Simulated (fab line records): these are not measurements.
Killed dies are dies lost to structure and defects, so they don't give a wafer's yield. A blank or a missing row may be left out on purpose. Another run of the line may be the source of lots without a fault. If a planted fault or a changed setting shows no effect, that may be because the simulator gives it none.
Chamber matching    flow nand_harc    NHARC_A_WL_FILL_ALD_02 on ald_metal-04 has 4 sister chambers
The step deposits TiN, target thk 2 nm, pulse time 3 s, ald cycles 100. 4 wafers are shown with their chamber, then 8 later ones without.

== WAFERS WITH THEIR CHAMBER ==
wafer   chamber  heater_power_w (W)
L087.6  1        1045
L089.1  3        1025
L089.5  0        1081
L094.2  2        1109

== WAFERS WITH NO CHAMBER GIVEN ==
wafer   heater_power_w (W)
L094.3  1091
L094.5  1058
L093.2  1093
L093.4  1050
L093.5  1076
L095.1  1157
L095.3  1040
L095.5  1106

== THE CHAMBER EACH PASSED THROUGH ==
wafer   from the rows above           in truth
L094.3  can't be placed: 0 or 2 or 1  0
L094.5  can't be placed: 1 or 0 or 3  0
L093.2  can't be placed: 0 or 2 or 1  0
L093.4  can't be placed: 1 or 3 or 0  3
L093.5  can't be placed: 0 or 1 or 2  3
L095.1  can't be placed: 2 or 0       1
L095.3  can't be placed: 1 or 3 or 0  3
L095.5  can't be placed: 2 or 0       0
Correct placement for 0 of the 8. Can't be placed from these rows: 8 (the true chamber is among the candidates in 6). 0 placed wrongly.
How it was worked out, from the rows above alone: a wafer's distance from a chamber is the root of the sum, over the readings, of the square of ((its reading less the chamber's mean) divided by the reading's scatter). The wafer belongs to the nearest chamber; if the next one is less than 2 further off, it can't be placed. A chamber's mean is the mean of its shown wafers. The scatter: with one shown wafer a chamber, the root of the mean of the squares of how far each hidden wafer lies from its nearest shown one.
